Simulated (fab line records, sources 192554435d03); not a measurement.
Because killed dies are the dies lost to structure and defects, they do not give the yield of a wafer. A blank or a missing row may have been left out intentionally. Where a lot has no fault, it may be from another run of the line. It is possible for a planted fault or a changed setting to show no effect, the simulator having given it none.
Chamber matching | flow n5-finfet | 4 sister chambers for N5_BEOL_M6_STRIP_36 on rie-diel-03
The step strips in N2/H2. 16 wafers are shown with their chamber, then 8 later ones without.

## WAFERS, EACH WITH ITS CHAMBER
wafer  | chamber | drypump-motor-current-A (A) | showerhead-plenum-p-Torr (Torr) | throttle-valve-pct (%)
L075.1 | 3       | 5.7                         | 2.68                            | 23.9
L075.3 | 2       | 5.9                         | 2.47                            | 23.5
L075.6 | 3       | 5.7                         | 2.68                            | 23.9
L084.1 | 1       | 6.7                         | 2.46                            | 23.4
L084.5 | 0       | 5.5                         | 2.71                            | 23.2
L084.6 | 3       | 5.6                         | 2.67                            | 23.9
L087.2 | 1       | 6.7                         | 2.46                            | 23.5
L087.5 | 3       | 5.6                         | 2.66                            | 23.9
L087.6 | 0       | 5.5                         | 2.71                            | 23.2
L088.1 | 0       | 5.5                         | 2.71                            | 23.3
L088.2 | 2       | 5.9                         | 2.46                            | 23.5
L088.6 | 1       | 6.7                         | 2.46                            | 23.5
L089.1 | 3       | 5.7                         | 2.66                            | 23.9
L089.2 | 0       | 5.5                         | 2.71                            | 23.3
L089.3 | 1       | 6.7                         | 2.46                            | 23.5
L089.4 | 2       | 5.9                         | 2.46                            | 23.6

SIGNATURES (means of the wafers above)
reading                  | chamber 0 | chamber 1 | chamber 2 | chamber 3 | scatter within a chamber
drypump-motor-current-A  | 5.500     | 6.700     | 5.900     | 5.660     | 0.0316
showerhead-plenum-p-Torr | 2.7100    | 2.4600    | 2.4633    | 2.6700    | 0.00624
throttle-valve-pct       | 23.250    | 23.475    | 23.533    | 23.900    | 0.0449
Rule: a wafer's distance from a chamber is the root of the sum, over the readings, of the square of ((its reading less the chamber's mean) divided by the reading's scatter). The wafer belongs to the nearest chamber; if the next one is less than 2 further off, it can't be placed. The scatter: the root of (the sum of the squares of (reading less its chamber's mean) over the shown wafers, divided by (wafers less chambers)).

## WAFERS WITH NO CHAMBER GIVEN
wafer  | drypump-motor-current-A (A) | showerhead-plenum-p-Torr (Torr) | throttle-valve-pct (%)
L089.5 | 5.7                         | 2.66                            | 23.9
L089.6 | 5.9                         | 2.46                            | 23.6
L097.1 | 6.8                         | 2.45                            | 23.5
L097.2 | 5.5                         | 2.70                            | 23.3
L097.3 | 6.0                         | 2.45                            | 23.6
L097.4 | 5.6                         | 2.66                            | 23.9
L097.5 | 5.9                         | 2.45                            | 23.6
L097.6 | 5.7                         | 2.65                            | 23.9

## EACH ONE'S CHAMBER
wafer  | from the rows above | in truth
L089.5 | 3                   | 3
L089.6 | 2                   | 2
L097.1 | 1                   | 1
L097.2 | 0                   | 0
L097.3 | 2                   | 2
L097.4 | 3                   | 3
L097.5 | 2                   | 2
L097.6 | 3                   | 3
Correct placement for 8 of the 8. Left unplaced by these rows: 0. 0 placed wrongly.
